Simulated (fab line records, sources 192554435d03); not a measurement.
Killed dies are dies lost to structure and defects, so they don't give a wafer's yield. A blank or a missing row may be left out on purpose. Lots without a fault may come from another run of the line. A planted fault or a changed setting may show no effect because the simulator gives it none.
A struck lot beside a sound one | flow n5_finfet | 38 steps out of a route of 1938
Sound: wafers L530.1, L530.2, L530.3. Struck: wafers L520.2, L520.4, L520.6. The cause comes at the end.
At each step with rows: each side's tool, then ch and its chambers, then its first start. Under that, the readings that differ: sound wafers | struck wafers | difference of the means | sigmas: that difference in standard deviations of wafers without a fault.
alike: readings whose means differ by less than 2 such deviations, and words and numbers that are the same on both sides. not compared: withheld readings, readings that some wafer has no value for, bounds like >300 that may hide the same value, and numbers for which the record gives no deviation and whose values overlap.
The two part at a step that has a row with sigmas, a row that says differs or no value, or rows on one side only. Numbers that don't overlap but have no deviation are shown without sigmas and don't part them. A reading that every wafer of one side lacks parts them only if that side has two wafers or more.

first, 12 steps without rows for these wafers: N5_STI_FIN_REVEAL_PRECLEAN_25 (cleans in SPM, time 90 s); N5_STI_FIN_REVEAL_PRECLEAN_26 (cleans in SC1, time 45 s); N5_STI_FIN_REVEAL_PRECLEAN_29 (cleans in DHF, time 30 s); N5_STI_FIN_REVEAL_SRD_12 (time 30 s); N5_STI_FIN_REVEAL_RECESS_09 (chemistry HF/NH3, target SiO2, afs cycles 11, target depth 42.5 nm, sublimation time 60 s); N5_STI_FIN_REVEAL_STRIP_16 (strips SiNx in H3PO4, target depth 23.8 nm); N5_STI_FIN_REVEAL_PRECLEAN_17 (cleans in NF3:NH3, afs cycles 1, time 20 s, sublimation time 60 s); N5_STI_FIN_REVEAL_ETCH_34 (etches Si in H2, material Si, target depth 0.97 nm); N5_STI_FIN_REVEAL_OXIDATION_31 (chemistry O2 PLASMA REMOTE, time 20 s); N5_STI_FIN_REVEAL_PRECLEAN_32 (cleans in NF3:NH3, afs cycles 1, time 20 s, sublimation time 60 s); N5_STI_FIN_REVEAL_STRIP_35 (strips Si3N4 in H3PO4, target depth 4 nm, time 39 s); N5_STI_FIN_REVEAL_SRD_21 (time 30 s).
N5_STI_FIN_REVEAL_OXIDATION_33: chemistry O2 PLASMA REMOTE, time 20 s.
  sound on plasma_asher-01 ch 0,1, day 7 13:29; struck on plasma_asher-01 ch 0,1, day 5 02:11
  no value came back on the struck wafers for chamber_pressure_mTorr (mTorr), drypump_motor_current_A (A), heater_power_w (W); on the sound wafers chamber_pressure_mTorr (mTorr) reads 998.8 1000.0 999.9
  not compared: rf_hours_counter_h
then, 2 steps without rows for these wafers: N5_STI_FIN_REVEAL_CLEAN_19 (cleans in O3/DIW, time 120 s); N5_STI_FIN_REVEAL_SRD_23 (time 30 s).
N5_STI_FIN_REVEAL_CD_MEAS_22: target cd 6.238 nm, pitch 28 nm.
  sound on cd_sem-03, day 7 13:39; struck on cd_sem-03, day 5 02:22
  reading    | sound          | struck         | difference | sigmas
  cd_nm (nm) | 6.09 6.25 6.28 | 7.32 7.24 7.06 | +1.00      | +5
then, 20 steps without rows for these wafers: N5_STI_FIN_REVEAL_PRECLEAN_18 (cleans in SC2, time 45 s); N5_STI_FIN_REVEAL_SRD_28 (time 30 s); N5_DUMMY_GATE_PRECLEAN_00 (cleans in O3/DIW, time 60 s); N5_DUMMY_GATE_SRD_01 (time 30 s); N5_DUMMY_GATE_ALD_02 (deposits SiO2, target thk 2 nm, pulse time 1 s); N5_DUMMY_GATE_CVD_03 (deposits a-Si from SiH4, target thk 150 nm, time 8042 s); N5_DUMMY_GATE_PRECLEAN_46 (cleans in DIW, time 89.5 s); N5_DUMMY_GATE_SRD_47 (dry time 32 s); N5_DUMMY_GATE_CMP_04 (polishes a-Si); N5_DUMMY_GATE_HM_DEP_06 (deposits SiNx from DCS/NH3, target thk 80 nm, time 5141 s); N5_DUMMY_GATE_PECVD_30 (deposits SiO2 from TEOS/O2, target thk 55 nm, time 10.8 s); N5_DUMMY_GATE_COAT_34 (time 60 s, resist thk 60 nm); N5_DUMMY_GATE_COAT_35 (time 60 s, resist thk 10 nm); N5_DUMMY_GATE_COAT_28 (time 60 s, resist thk 10 nm); N5_DUMMY_GATE_COAT_09 (resist thk 30 nm); N5_DUMMY_GATE_EBR_11; N5_DUMMY_GATE_SOFTBAKE_10 (time 60 s); N5_DUMMY_GATE_EXPOSE_12 (exposes mask GATE, target cd 25 nm); N5_DUMMY_GATE_PEB_13 (peb time 60 s); N5_DUMMY_GATE_DEVELOP_14 (develop time 30 s).
-- the record jumps here: 5 days lie between the struck wafers' starts before and after (it left off in module DUMMY_GATE and takes up again in module BEOL_M4, whose first step shown is number 1111 of the route) --
N5_BEOL_M4_RC_MEAS_101:
  sound on prober-01 ch 0, day 13 16:40; struck on prober-02 ch 0, day 10 11:26
  reading             | sound                      | struck                    | difference | sigmas
  DIBL_N (mV/V)       | 34.5 36.7 34.7             | 41.0 41.3 43.3            | +6.6       | +4
  DIBL_P (mV/V)       | 34.4 37.2 34.5             | 42.7 42.3 44.9            | +7.9       | +4
  IOFF_N (nA/um)      | 0.130 0.165 0.119          | 0.298 0.297 0.387         | +0.189     | +7
  IOFF_N_85C (nA/um)  | 2.6 3.2 2.4                | 5.4 5.3 6.7               | +3.1       | +7
  IOFF_N_LIN (nA/um)  | 0.065 0.076 0.059          | 0.149 0.149 0.175         | +0.091     | +9
  IOFF_N_LONG (nA/um) | 5.63e-05 5.72e-05 5.57e-05 | 7.49e-05 7.45e-05 7.5e-05 | +1.84e-05  | +7
  IOFF_P (nA/um)      | 0.18 0.21 0.17             | 0.38 0.37 0.46            | +0.22      | +7
  IOFF_P_85C (nA/um)  | 3.1 3.6 3.0                | 6.1 6.0 7.2               | +3.2       | +7
  IOFF_P_LIN (nA/um)  | 0.088 0.098 0.083          | 0.189 0.186 0.220         | +0.109     | +10
  ION_N (uA/um)       | 676 676 648                | 709 719 711               | +46        | +5
  ION_P (uA/um)       | 463 458 443                | 483 489 489               | +32        | +4
  REXT_N (ohm.um)     | 74.4 74.5 75.9             | 70.4 70.1 69.6            | -4.9       | -3
  REXT_P (ohm.um)     | 103.8 104.4 105.4          | 91.9 90.3 89.8            | -13.9      | -5
  SS_N (mV/dec)       | 70.3 71.2 71.1             | 72.7 72.5 73.2            | +1.9       | +3
  SS_P (mV/dec)       | 73.3 72.8 72.5             | 74.8 74.1 75.5            | +1.9       | +3
  VT_N (mV)           | 251.6 249.1 251.2          | 237.4 237.4 235.4         | -13.9      | -5
  VT_N_LONG (mV)      | 273.5 274.5 273.9          | 266.4 266.4 265.7         | -7.8       | -4
  VT_N_LVT (mV)       | 100.4 97.0 103.3           | 88.7 88.4 86.0            | -12.5      | -4
  VT_P (mV)           | -252 -252 -254             | -240 -240 -237            | +14        | +4
  VT_P_LVT (mV)       | -101.2 -100.0 -103.4       | -93.3 -91.8 -90.6         | +9.6       | +4
-- the record jumps here: 5 days lie between the struck wafers' starts before and after (it left off in module BEOL_M4 and takes up again in module PASSIVATION, whose first step shown is number 1936 of the route) --
N5_PASSIVATION_PROBE_49:
  the record has rows for the struck wafers here (prober-02, day 15 05:22) and none for the sound ones

WHERE THEY PART
First at N5_STI_FIN_REVEAL_OXIDATION_33; last, within this record, at N5_PASSIVATION_PROBE_49.

WHY: what the simulator had put in
Skipped step whole: plasma_asher-01, from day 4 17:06 on, at N5_STI_FIN_REVEAL_OXIDATION_33. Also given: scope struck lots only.
